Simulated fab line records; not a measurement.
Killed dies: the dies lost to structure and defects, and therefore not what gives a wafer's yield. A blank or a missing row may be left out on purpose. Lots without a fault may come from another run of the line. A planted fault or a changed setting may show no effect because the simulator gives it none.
fab line records	flow n5_finfet
record: lots: 6	wafers: 18	last_day: 19
route steps=1938 shown GATE_CUT@488 BEOL_M4@1111 PASSIVATION@1936
lots that met no fault: taken from a fault-free run of the same line
start_h: the number of hours between the record's first day and the start of the first shown wafer of the lot	wait_h: time in hours since the lot's previous step	" repeats the value in the row above	L1.1+2: several wafers, shown together as one row	- value missing, or start not given	* or withheld: withheld	< > ~ a bound
route shown NAME@n: NAME is a module with steps in the file, n the number in the route of the first one	usual: mean/standard deviation of fault-free wafers	same: alike in all rows	chamber/n: place in a boat	sites: readings site by site	_std_site: their standard deviation	_edge_site: outer sites' mean less inner sites'	radius_mm: how far each site lies from the wafer's centre	mask NAME#n: copy n	behind: tool/chamber where the wafer was last shaped	hold: cause of the lot's hold/its duration in hours/its outcome	device: names the non-switching transistor (n, p or np)	end of line: the route-end tests of the same wafers	a step without rows: its recipe alone	killed: count of dies lost to structure and defects at first sort (not the wafer's yield)	map: a wafer's dies, marking killed ones x, the rest . and places with no die _
set.NAME: the setting as run; set.NAME@STEP: as run at that earlier step	model.NAME: the simulator's own value behind a step, which no gauge read
certain route steps with their lots: each step a table, each wafer a row
services: a tool's chamber out of use, with start hour (start_h, from the record's first day; less than 0 if before it), hours out, and reason
== steps ==
step: N5_GATE_CUT_OVL_MEAS_14
recipe: points_per_wafer: 522
usual: GATE_CUT_OVL: -0.3/0.73
lot.wafer	tool	chamber	start_h	wait_h	GATE_CUT_OVL[nm]
L697.1	overlay-02	0	97.83	0.0	-0.4
L697.3	"	0	"	"	-0.5
L697.5	"	0	"	"	-1.0
L701.2	overlay-01	0	119.10	0.0	-0.5
L701.3	"	0	"	"	-0.9
L701.5	"	0	"	"	-0.2
L708.2	overlay-01	0	160.79	0.0	0.6
L708.3	"	0	"	"	-0.2
L708.4	"	0	"	"	-1.1
L709.3	overlay-01	0	164.99	0.0	-1.0
L709.4	"	0	"	"	-0.3
L709.6	"	0	"	"	0.1
L714.3	overlay-02	0	194.36	0.0	0.0
L714.4	"	0	"	"	0.0
L714.5	"	0	"	"	0.1
L715.2	overlay-02	0	201.57	0.0	-0.1
L715.3	"	0	"	"	-0.3
L715.5	"	0	"	"	-1.7
step: N5_GATE_CUT_INSPECT_15
recipe: mode: adi	inspect_instrument: brightfield
usual: raw_defect_count: 120/41
lot.wafer	tool	chamber	start_h	wait_h	raw_defect_count
L697.1	defect_inspect-01	-	97.89	0.1	109
L697.3	"	-	"	"	151
L697.5	"	-	"	"	91
L701.2	defect_inspect-02	-	119.15	0.0	122
L701.3	"	-	"	"	207
L701.5	"	-	"	"	283
L708.2	defect_inspect-01	-	160.85	0.0	69
L708.3	"	-	"	"	106
L708.4	"	-	"	"	88
L709.3	defect_inspect-01	-	165.04	0.0	130
L709.4	"	-	"	"	160
L709.6	"	-	"	"	153
L714.3	defect_inspect-01	-	194.41	0.0	97
L714.4	"	-	"	"	215
L714.5	"	-	"	"	65
L715.2	defect_inspect-01	-	201.62	0.0	195
L715.3	"	-	"	"	126
L715.5	"	-	"	"	175
step: N5_GATE_CUT_DESCUM_18
recipe: chemistry: O2	time_s: 7	source_power_w: 50	bias_power_w: 20	pressure_mtorr: 20	rf_frequency_hz: 2.712e+07	temp_c: 40	resist: CAR-EUV	o2_flow_sccm: 225
usual: drypump_motor_current_A: 5.8/0.49	oes_product_au: 0.79/0.088	rf_vpp_V: 243.2/1.6	showerhead_plenum_p_Torr: 2.09/0.086	throttle_valve_pct: 20.52/0.2
lot.wafer	tool	chamber	start_h	wait_h	drypump_motor_current_A	oes_product_au	rf_hours_counter_h	rf_vpp_V	showerhead_plenum_p_Torr	throttle_valve_pct
L697.1	rie_diel-06	1	98.41	0.5	6.4	0.79	150	243.2	2.10	20.74
L697.3	"	1	"	"	6.4	0.78	-	243.9	2.10	20.74
L697.5	"	1	"	"	6.4	0.78	-	243.5	2.10	20.74
L701.2	rie_diel-02	3	119.18	0.0	5.3	0.94	21	244.8	2.12	20.57
L701.3	"	2	"	"	5.3	0.82	97	243.8	2.03	20.43
L701.5	"	2	"	"	5.3	0.83	-	243.3	2.03	20.43
L708.2	rie_diel-02	2	160.90	0.1	5.3	0.82	108	242.6	2.03	20.44
L708.3	"	0	"	"	6.1	0.69	241	243.4	2.13	20.10
L708.4	"	1	"	"	6.5	0.91	17	246.5	2.23	20.27
L709.3	rie_diel-06	1	165.07	0.0	6.5	0.75	169	242.7	2.09	20.76
L709.4	"	2	"	"	6.1	0.95	6	242.5	2.14	20.53
L709.6	"	0	"	"	5.3	0.78	-	241.4	1.93	20.70
L714.3	rie_diel-05	2	194.44	0.0	6.0	0.76	142	245.3	2.18	20.80
L714.4	"	1	"	"	5.6	0.69	-	242.1	2.16	20.50
L714.5	"	2	"	"	6.0	0.76	-	245.4	2.18	20.80
L715.2	rie_diel-02	3	202.00	0.4	5.2	0.89	43	242.6	2.11	20.62
L715.3	"	1	"	"	6.6	0.89	28	245.5	2.23	20.29
L715.5	"	1	"	"	6.6	0.88	-	244.5	2.23	20.30
step: N5_GATE_CUT_ETCH_28
recipe: chemistry: N2/H2	target: underlayer	target_depth_a: 130	mask_material: CAR-EUV	time_s: 10.4	ion_energy_ev: 200	pressure_mtorr: 30	source_w: 840	bias_w: 150	n2_flow_sccm: 200	h2_flow_sccm: 200	ends: cleared
step: N5_GATE_CUT_ETCH_36
recipe: chemistry: CF4	target: SiARC	target_depth_a: 130	mask_material: CAR-EUV	time_s: 21.7	ion_energy_ev: 80	pressure_mtorr: 40	source_w: 545	bias_w: 36	Ar_flow_sccm: 100	cf4_flow_sccm: 100	ends: cleared
usual: drypump_motor_current_A: 5.8/0.49	etch_rf_on_time_s: 21.5/0.55	oes_product_au: 0.68/0.074	rf_fwd_power_W: 531.3/1.7	rf_vpp_V: 184.0/1.3	showerhead_plenum_p_Torr: 2.14/0.081	throttle_valve_pct: 15.69/0.22
lot.wafer	tool	chamber	start_h	wait_h	drypump_motor_current_A	etch_rf_on_time_s	oes_product_au	rf_fwd_power_W	rf_hours_counter_h	rf_vpp_V	showerhead_plenum_p_Torr	throttle_valve_pct
L697.1	rie_diel-06	1	98.49	0.0	6.5	21.1	0.67	530.3	150	184.1	2.13	15.85
L697.3	"	1	"	"	6.5	21.0	0.67	531.8	-	184.7	2.13	15.84
L697.5	"	1	"	"	6.5	21.2	0.66	530.0	-	184.7	2.13	15.87
L701.2	rie_diel-02	3	119.24	0.0	5.2	20.8	0.81	532.3	21	184.3	2.18	15.73
L701.3	"	2	"	"	5.3	20.8	0.71	531.9	97	182.5	2.07	15.54
L701.5	"	2	"	"	5.3	20.7	0.70	532.6	-	183.5	2.07	15.54
L708.2	rie_diel-02	2	160.95	0.0	5.3	21.0	0.70	531.9	108	184.0	2.07	15.57
L708.3	"	0	"	"	6.1	20.8	0.61	531.6	241	186.2	2.20	15.50
L708.4	"	1	"	"	6.6	21.2	0.79	531.5	17	187.1	2.26	15.33
L709.3	rie_diel-06	1	165.12	0.0	6.5	21.1	0.65	532.7	169	184.9	2.12	15.91
L709.4	"	2	"	"	6.1	22.2	0.81	531.1	6	184.8	2.19	15.60
L709.6	"	0	"	"	5.2	21.1	0.67	531.5	-	182.9	1.98	15.83
L714.3	rie_diel-05	2	194.50	0.0	6.0	21.2	0.66	529.0	142	185.2	2.23	15.99
L714.4	"	1	"	"	5.6	22.4	0.57	530.9	-	184.8	2.20	15.67
L714.5	"	2	"	"	6.0	21.3	0.65	528.7	-	184.3	2.23	15.99
L715.2	rie_diel-02	3	202.06	0.0	5.2	21.3	0.77	531.8	43	184.4	2.18	15.79
L715.3	"	1	"	"	6.5	21.7	0.75	531.7	28	184.6	2.26	15.34
L715.5	"	1	"	"	6.6	21.8	0.75	532.6	-	184.5	2.26	15.34
step: N5_GATE_CUT_ETCH_37
recipe: chemistry: N2/H2	target: SOC	target_depth_a: 600	overetch_a: 120	mask_material: SiARC	temp_c: 40	time_s: 90	ion_energy_ev: 200	pressure_mtorr: 30	source_w: 840	bias_w: 150	n2_flow_sccm: 200	h2_flow_sccm: 200
step: N5_GATE_CUT_STRIP_38
recipe: chemistry: N2/H2	temp_c: 40	n2_flow_sccm: 200	h2_flow_sccm: 200	rf_frequency_hz: 6e+07
step: N5_GATE_CUT_STRIP_39
recipe: chemistry: N2/H2	temp_c: 40	n2_flow_sccm: 200	h2_flow_sccm: 200	rf_frequency_hz: 6e+07
step: N5_GATE_CUT_HM_OPEN_40
recipe: chemistry: C4F6/O2	target: SiO2	mask_material: SiARC	target_depth_a: 1390	time_s: 85.1	ion_energy_ev: 250	pressure_mtorr: 30	source_w: 345	bias_w: 185	Ar_flow_sccm: 300	C4F6_flow_sccm: 10	O2_flow_sccm: 10	ends: cleared
usual: drypump_motor_current_A: 5.8/0.49	etch_rf_on_time_s: 94.2/2.2	oes_o_777_au: 0.79/0.085	oes_product_au: 0.71/0.079	rf_vpp_V: 672/11	showerhead_plenum_p_Torr: 2.84/0.11	throttle_valve_pct: 21.05/0.24
lot.wafer	tool	chamber	start_h	wait_h	drypump_motor_current_A	etch_rf_on_time_s	oes_o_777_au	oes_product_au	rf_hours_counter_h	rf_vpp_V	showerhead_plenum_p_Torr	throttle_valve_pct
L697.1	rie_diel-06	1	98.66	0.0	6.5	91.6	0.80	0.71	150	661	2.84	21.23
L697.3	"	1	"	"	6.5	93.3	0.80	0.70	-	662	2.84	21.24
L697.5	"	1	"	"	6.4	94.0	0.81	0.69	-	661	2.84	21.25
L701.2	rie_diel-02	3	119.35	0.0	5.2	90.1	0.90	0.86	21	668	2.91	21.22
L701.3	"	2	"	"	5.3	90.8	0.82	0.75	97	686	2.77	20.98
L701.5	"	2	"	"	5.3	90.9	0.81	0.75	-	685	2.77	20.97
L708.2	rie_diel-02	2	161.06	0.0	5.3	90.7	0.81	0.74	108	684	2.76	20.99
L708.3	"	0	"	"	6.2	90.4	0.70	0.63	241	666	2.93	20.77
L708.4	"	1	"	"	6.6	93.4	0.92	0.83	17	688	3.01	20.71
L709.3	rie_diel-06	1	165.23	0.0	6.5	96.0	0.78	0.68	169	659	2.83	21.25
L709.4	"	2	"	"	6.1	95.6	0.96	0.85	6	676	2.89	20.94
L709.6	"	0	"	"	5.3	92.5	0.79	0.71	-	661	2.63	21.13
L714.3	rie_diel-05	2	194.61	0.0	6.0	93.1	0.77	0.69	142	660	2.97	21.39
L714.4	"	1	"	"	5.6	96.9	0.67	0.61	-	672	2.93	21.02
L714.5	"	2	"	"	6.0	93.0	0.77	0.69	-	660	2.97	21.39
L715.2	rie_diel-02	3	202.17	0.0	5.2	92.7	0.87	0.81	43	667	2.90	21.26
L715.3	"	1	"	"	6.6	92.4	0.89	0.81	28	686	3.00	20.72
L715.5	"	1	"	"	6.6	95.4	0.89	0.81	-	687	3.00	20.69
step: N5_GATE_CUT_STRIP_41
recipe: chemistry: CF4	resist: SiARC	power_w: 300	bias_power_w: 75	pressure_mtorr: 50	cf4_flow_sccm: 150	rf_frequency_hz: 6e+07
step: N5_GATE_CUT_STRIP_42
recipe: chemistry: O2	power_w: 400	temp_c: 40	pressure_mtorr: 30	rf_frequency_hz: 6e+07	bias_power_w: 0	overash_fraction: 0.3	o2_flow_sccm: 225
usual: drypump_motor_current_A: 5.8/0.49	oes_product_au: 0.79/0.087	rf_vpp_V: 3.6/0.47	showerhead_plenum_p_Torr: 2.09/0.085	throttle_valve_pct: 16.76/0.2
lot.wafer	tool	chamber	start_h	wait_h	drypump_motor_current_A	oes_product_au	rf_hours_counter_h	rf_vpp_V	showerhead_plenum_p_Torr	throttle_valve_pct
L697.1	rie_diel-06	1	98.78	0.0	6.5	0.78	150	3.3	2.10	17.00
L697.3	"	1	"	"	6.4	0.77	-	3.8	2.10	17.00
L697.5	"	1	"	"	6.5	0.78	-	3.2	2.10	17.01
L701.2	rie_diel-02	3	119.43	0.0	5.2	0.94	21	3.3	2.13	16.77
L701.3	"	2	"	"	5.3	0.83	97	3.7	2.03	16.65
L701.5	"	2	"	"	5.3	0.83	-	3.0	2.03	16.67
L708.2	rie_diel-02	2	161.14	0.0	5.3	0.83	108	3.0	2.03	16.68
L708.3	"	0	"	"	6.2	0.70	241	2.5	2.14	16.44
L708.4	"	1	"	"	6.5	0.91	17	3.6	2.24	16.48
L709.3	rie_diel-06	1	165.31	0.0	6.5	0.75	169	4.7	2.09	17.02
L709.4	"	2	"	"	6.1	0.96	6	3.6	2.14	16.70
L709.6	"	0	"	"	5.2	0.77	-	3.4	1.93	16.88
L714.3	rie_diel-05	2	194.69	0.0	6.0	0.76	142	2.9	2.18	17.04
L714.4	"	1	"	"	5.6	0.68	-	4.1	2.16	16.75
L714.5	"	2	"	"	6.0	0.76	-	4.3	2.18	17.05
L715.2	rie_diel-02	3	202.25	0.0	5.2	0.90	43	3.8	2.12	16.79
L715.3	"	1	"	"	6.6	0.88	28	3.7	2.23	16.49
L715.5	"	1	"	"	6.5	0.88	-	4.2	2.23	16.50
step: N5_GATE_CUT_ETCH_19
recipe: chemistry: CH3F/O2	target: SiNx	mask_material: SiO2	target_depth_a: 537	time_s: 76.7	pressure_mtorr: 30	source_w: 395	bias_w: 73	Ar_flow_sccm: 150	CH3F_flow_sccm: 30	O2_flow_sccm: 20	ion_energy_ev: 120	ends: cleared
usual: drypump_motor_current_A: 5.8/0.49	etch_rf_on_time_s: 76.6/1.3	oes_o_777_au: 0.79/0.082	oes_product_au: 0.67/0.074	rf_fwd_power_W: 391.0/1.6	rf_vpp_V: 300/4.8	showerhead_plenum_p_Torr: 2.00/0.08	throttle_valve_pct: 16.45/0.22
lot.wafer	tool	chamber	start_h	wait_h	drypump_motor_current_A	etch_rf_on_time_s	oes_o_777_au	oes_product_au	rf_fwd_power_W	rf_hours_counter_h	rf_vpp_V	showerhead_plenum_p_Torr	throttle_valve_pct
L697.1	rie_diel-06	1	98.84	0.0	6.5	75.7	0.80	0.66	390.5	150	296	2.00	16.64
L697.3	"	1	"	"	6.5	75.5	0.79	0.66	391.6	-	296	2.00	16.63
L697.5	"	1	"	"	6.5	75.8	0.80	0.66	391.2	-	296	2.00	16.63
L701.2	rie_diel-02	3	119.47	0.0	5.2	75.1	0.92	0.81	388.0	21	297	2.04	16.50
L701.3	"	2	"	"	5.3	75.1	0.83	0.71	388.8	97	307	1.94	16.34
L701.5	"	2	"	"	5.3	74.6	0.83	0.71	388.3	-	308	1.94	16.34
L708.2	rie_diel-02	2	161.18	0.0	5.3	75.2	0.81	0.70	390.3	108	308	1.94	16.35
L708.3	"	0	"	"	6.2	76.0	0.70	0.59	388.3	241	297	2.06	16.22
L708.4	"	1	"	"	6.5	76.0	0.91	0.78	392.4	17	308	2.12	16.07
L709.3	rie_diel-06	1	165.35	0.0	6.5	75.1	0.78	0.65	391.8	169	295	1.99	16.68
L709.4	"	2	"	"	6.1	78.3	0.94	0.82	393.0	6	301	2.04	16.34
L709.6	"	0	"	"	5.2	76.3	0.79	0.66	390.4	-	295	1.84	16.55
L714.3	rie_diel-05	2	194.73	0.0	6.0	75.6	0.77	0.66	391.0	142	294	2.09	16.76
L714.4	"	1	"	"	5.6	78.7	0.68	0.59	391.6	-	298	2.06	16.46
L714.5	"	2	"	"	6.0	76.7	0.77	0.65	391.1	-	294	2.09	16.75
L715.2	rie_diel-02	3	202.29	0.0	5.2	76.2	0.90	0.76	389.7	43	300	2.03	16.56
L715.3	"	1	"	"	6.6	76.6	0.89	0.75	392.3	28	306	2.12	16.11
L715.5	"	1	"	"	6.5	77.1	0.88	0.76	392.5	-	308	2.12	16.11
step: N5_GATE_CUT_CUT_ETCH_53
recipe: chemistry: SF6/Cl2	target: W	mask_material: SiO2	target_depth_a: 792	pressure_mtorr: 8	icp_w: 900	bias_w: 80	SF6_flow_sccm: 40	Cl2_flow_sccm: 60	ends: cleared
usual: drypump_motor_current_A: 5.3/0.39	etch_rf_on_time_s: 26.3/1.1	oes_product_au: 0.69/0.12	rf_fwd_power_W: 878/3.3	throttle_valve_pct: 28.9/0.37
lot.wafer	tool	chamber	start_h	wait_h	drypump_motor_current_A	etch_rf_on_time_s	oes_product_au	rf_fwd_power_W	rf_hours_counter_h	throttle_valve_pct
L697.1	rie_metal-01	0	98.99	0.1	4.8	27.8	0.53	879	117	29.2
L697.3	"	0	"	"	4.8	28.1	0.53	878	-	29.2
L697.5	"	1	"	"	5.6	25.8	0.56	881	-	29.4
L701.2	rie_metal-03	1	119.58	0.1	5.4	25.6	0.77	884	23	28.8
L701.3	"	1	"	"	5.4	25.4	0.76	875	-	28.8
L701.5	"	0	"	"	5.0	25.4	0.85	881	-	28.7
L708.2	rie_metal-03	0	161.29	0.1	5.0	31.8	0.73	659	8	28.7
L708.3	"	1	"	"	5.4	32.4	0.66	667	-	28.8
L708.4	"	0	"	"	5.0	31.7	0.72	660	-	28.7
L709.3	rie_metal-03	0	165.48	0.1	5.0	31.8	0.73	661	-	28.7
L709.4	"	1	"	"	5.3	32.5	0.65	667	-	28.8
L709.6	"	0	"	"	5.0	31.7	0.72	663	-	28.7
L714.3	rie_metal-01	0	194.86	0.1	4.8	28.0	0.52	879	-	29.3
L714.4	"	1	"	"	5.6	25.5	0.56	882	-	29.5
L714.5	"	1	"	"	5.6	25.5	0.56	878	-	29.5
L715.2	rie_metal-02	1	202.40	0.1	5.1	25.6	0.81	884	13	28.9
L715.3	"	0	"	"	5.9	27.4	0.71	877	-	28.3
L715.5	"	0	"	"	5.9	27.5	0.71	877	-	28.3
step: N5_GATE_CUT_CUT_ETCH_54
recipe: chemistry: Cl2/BCl3	target: TiN	mask_material: SiO2	target_depth_a: 967	pressure_mtorr: 10	icp_w: 1000	bias_w: 126	Cl2_flow_sccm: 53.25	bcl3_flow_sccm: 21.75	Ar_flow_sccm: 25	ends: cleared
step: N5_BEOL_M4_RC_MEAS_101
usual: DIBL_N: 35.8/1.7	DIBL_P: 35.3/2	IOFF_N: 0.150/0.026	IOFF_P: 0.194/0.029	ION_N: 667/11	ION_P: 456/7.1	SS_N: 71.4/0.65	SS_P: 73.1/0.64	VT_N: 251/3	VT_P: -252/3.2
lot.wafer	tool	chamber	start_h	wait_h	DIBL_N[mV/V]	DIBL_P[mV/V]	IOFF_N[nA/um]	IOFF_P[nA/um]	ION_N[uA/um]	ION_P[uA/um]	SS_N[mV/dec]	SS_P[mV/dec]	VT_N[mV]	VT_P[mV]
L697.1	prober-01	0	242.34	0.0	36.9	37.8	0.179	0.212	673	457	71.9	73.9	245	-250
L697.3	"	0	"	"	34.6	34.3	0.137	0.184	660	452	70.8	72.6	251	-254
L697.5	"	0	"	"	37.1	36.9	0.160	0.201	660	451	71.5	73.7	248	-252
L701.2	prober-02	0	248.22	0.2	36.9	37.5	0.171	0.218	673	463	71.9	73.5	247	-251
L701.3	"	0	"	"	34.6	34.5	0.138	0.170	675	460	71.3	73.3	252	-254
L701.5	"	0	"	"	31.0	30.2	0.091	0.125	657	448	70.7	72.0	257	-257
L709.3	prober-01	0	287.26	0.3	36.0	35.9	0.151	0.202	671	460	70.7	73.5	250	-251
L709.4	"	0	"	"	33.9	32.7	0.123	0.162	656	453	71.0	72.5	252	-254
L709.6	"	0	"	"	33.7	33.0	0.113	0.160	656	453	70.8	72.3	253	-254
L708.2	prober-02	0	307.86	0.5	32.2	31.2	0.094	0.144	642	448	69.7	73.1	258	-255
L708.3	"	0	"	"	35.7	34.7	0.144	0.189	657	452	71.3	74.0	254	-253
L708.4	"	0	"	"	35.0	34.3	0.144	0.187	670	459	71.2	73.2	251	-253
L714.3	prober-02	0	327.51	0.3	37.2	37.2	0.165	0.194	671	452	72.0	73.4	253	-255
L714.4	"	0	"	"	35.3	34.5	0.134	0.157	660	449	72.2	73.7	254	-255
L714.5	"	0	"	"	36.5	35.8	0.159	0.191	658	443	72.0	73.5	253	-253
L715.2	prober-01	0	335.98	0.2	36.6	34.0	0.167	0.213	659	461	72.4	72.8	251	-246
L715.3	"	0	"	"	36.7	35.4	0.170	0.237	670	461	72.0	73.1	248	-247
L715.5	"	0	"	"	36.9	34.7	0.158	0.221	659	455	72.4	73.7	252	-248
step: N5_PASSIVATION_PROBE_49
usual: defect_limited_yield: 91.5/1.4	killed_at_M0_to_M3: 34/11	killed_at_M4_up: 15/6	killed_at_contacts: 11/5.9	killed_at_front_end: 37/11	killed_at_other: 3.6/2.9	killed_dies: 101/17	killed_open: 66/12	killed_short: 33/7.8	sort_bin_5_function: 5.0/0.97	sort_bin_6_memory: 3.2/0.65	sort_bin_8_speed: 0.02/0.2	sort_n_pass: 1079/17	sort_yield_pct: 91.4/1.4
same: gross_dies: 1180	killed_at_back_side: 0	sort_bin_4_leakage[%]: 0
lot.wafer	tool	chamber	start_h	wait_h	defect_limited_yield[%]	killed_at_M0_to_M3	killed_at_M4_up	killed_at_contacts	killed_at_front_end	killed_at_other	killed_dies	killed_open	killed_short	sort_bin_5_function[%]	sort_bin_6_memory[%]	sort_bin_8_speed[%]	sort_n_pass	sort_yield_pct[%]
L697.1	prober-02	-	341.06	0.0	94.0	27	15	5	22	2	71	51	20	3.5	2.4	0	1109	94.0
L697.3	prober-02	-	341.16	0.1	90.8	33	14	11	50	0	108	63	45	5.3	3.3	0	1072	90.8
L697.5	prober-02	-	341.26	0.2	92.5	29	16	9	31	3	88	66	19	4.2	3.1	0	1092	92.5
L714.3	prober-01	-	441.02	0.1	89.1	46	33	7	38	5	129	83	46	5.6	4.9	0	1051	89.1
L714.4	prober-01	-	441.07	0.2	92.0	40	23	7	23	1	94	60	34	4.7	3.1	0	1086	92.0
L714.5	prober-01	-	441.12	0.2	92.5	34	9	11	30	5	89	62	26	4.7	2.8	0	1091	92.5
L715.2	prober-01	-	445.36	0.1	90.5	40	15	6	45	6	112	59	51	5.3	4.0	0	1068	90.5
L715.3	prober-01	-	445.41	0.1	91.6	32	14	11	34	8	99	58	37	5.4	2.7	0	1081	91.6
L715.5	prober-01	-	445.51	0.2	91.9	42	15	1	31	7	96	64	32	4.9	2.9	0	1084	91.9
killed by level:class
L697.1 BEOL_M3:geometric_particle:open=7 BEOL_M4:geometric_particle:open=6 BEOL_M1:geometric_particle:open=5 FIN_SAQP:geometric_particle:open=4 BEOL_M2:geometric_particle:open=4 BEOL_M0_SAQP:geometric_particle:open=4 BEOL_M0_SAQP:geometric_particle:short=4 BEOL_M5:geometric_particle:open=4
L697.3 STI_FIN_REVEAL:geometric_particle:open=11 MOL_CONTACT_COAG:geometric_particle:open=9 BEOL_M1:geometric_particle:short=9 FIN_SAQP:geometric_particle:open=7 BEOL_M4:geometric_particle:open=7 FIN_SAQP:geometric_particle:short=6 GATE_CUT:geometric_particle:short=6 DUMMY_GATE:geometric_particle:open=5
L697.5 BEOL_M2:geometric_particle:open=13 BEOL_M4:geometric_particle:open=10 STI_FIN_REVEAL:geometric_particle:open=9 BEOL_M1:geometric_particle:open=7 DUMMY_GATE:geometric_particle:open=6 FIN_SAQP:geometric_particle:short=4 MOL_CONTACT_COAG:geometric_particle:open=4 BEOL_M3:geometric_particle:open=3
L714.3 BEOL_M0_SAQP:geometric_particle:short=21 BEOL_M0_SAQP:geometric_particle:open=17 STI_FIN_REVEAL:geometric_particle:open=14 BEOL_M4:geometric_particle:open=13 BEOL_M4:geometric_particle:short=12 FIN_SAQP:geometric_particle:open=7 MOL_CONTACT_COAG:geometric_particle:open=7 FIN_SAQP:geometric_particle:short=6
L714.4 FIN_SAQP:geometric_particle:short=9 BEOL_M3:geometric_particle:open=9 BEOL_M4:geometric_particle:open=8 BEOL_M0_SAQP:geometric_particle:open=8 BEOL_M5:geometric_particle:open=8 BEOL_M1:geometric_particle:short=7 MOL_CONTACT_COAG:geometric_particle:open=6 BEOL_M0_SAQP:geometric_particle:short=6
L714.5 FIN_SAQP:geometric_particle:open=13 BEOL_M2:geometric_particle:open=10 MOL_CONTACT_COAG:geometric_particle:open=8 BEOL_M0_SAQP:geometric_particle:open=8 BEOL_M0_SAQP:geometric_particle:short=7 BEOL_M3:geometric_particle:open=5 STI_FIN_REVEAL:geometric_particle:open=4 GATE_CUT:geometric_particle:open=4
L715.2 BEOL_M0_SAQP:geometric_particle:short=15 FIN_SAQP:geometric_particle:short=9 BEOL_M3:geometric_particle:open=7 BEOL_M0_SAQP:geometric_particle:open=6 STI_FIN_REVEAL:geometric_particle:open=5 STARTING-WAFER:geometric_particle:open=5 FIN_SAQP:geometric_particle:open=4 GATE_CUT:geometric_particle:open=4
L715.3 BEOL_M0_SAQP:geometric_particle:short=10 MOL_CONTACT_COAG:geometric_particle:open=8 BEOL_M0_SAQP:geometric_particle:open=8 STI_FIN_REVEAL:geometric_particle:open=6 FIN_SAQP:geometric_particle:open=5 FIN_SAQP:geometric_particle:short=4 BEOL_M1:geometric_particle:open=4 BEOL_M2:geometric_particle:open=4
L715.5 BEOL_M2:geometric_particle:open=10 STI_FIN_REVEAL:geometric_particle:open=8 FIN_SAQP:geometric_particle:short=7 BEOL_M3:geometric_particle:short=6 FIN_SAQP:geometric_particle:open=5 BEOL_M0_SAQP:geometric_particle:short=5 BEOL_M0:geometric_particle:open=5 BEOL_M4:geometric_particle:open=5
== services ==
tool	chamber	start_h	hours	kind
rie_diel-06	2	76.37	23.5	repair
rie_metal-02	1	102.76	13.0	repair
rie_diel-06	0	117.80	3.6	repair
rie_diel-06	2	121.62	-	clean
rie_diel-06	2	121.62	-	consumable_replace:focus_ring
rie_diel-06	2	121.62	13.3	scheduled_down
rie_diel-06	2	121.62	13.3	vent_cycle
rie_metal-01	-	122.63	0.3	repair
rie_diel-02	-	145.67	1.1	repair
rie_diel-06	3	177.16	1.4	repair
rie_diel-05	0	186.26	-	clean
rie_diel-05	0	186.26	-	consumable_replace:focus_ring
rie_diel-05	0	186.26	17.9	scheduled_down
rie_diel-05	0	186.26	17.9	vent_cycle
rie_diel-06	1	192.14	6.6	repair
rie_diel-02	0	198.85	-	clean
rie_diel-02	0	198.85	-	consumable_replace:focus_ring
rie_diel-02	0	198.85	22.0	scheduled_down
rie_diel-02	0	198.85	22.0	vent_cycle
== key ==
first_sign: step: N5_GATE_CUT_CUT_ETCH_53	reading: rf_fwd_power_W	direction: down	sigmas: 65	usual: *	struck: *
effect: step: N5_GATE_CUT_CUT_ETCH_53	reading: etch_rf_on_time_s	direction: up	sigmas: 5.1	usual: *	struck: *
met_at N5_GATE_CUT_CUT_ETCH_53
struck_wafers L708.2,L708.3,L708.4,L709.3,L709.4,L709.6
onset_between 119.58 161.29
fault: kind: process_parameter_drift	tool: rie_metal-03	chamber: -	onset_h: 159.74	steps: N5_GATE_CUT_CUT_ETCH_53	channel: icp_w	offset: -216	shape: step	end_h: 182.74	acts_in: these_recipes_only	stated: 900
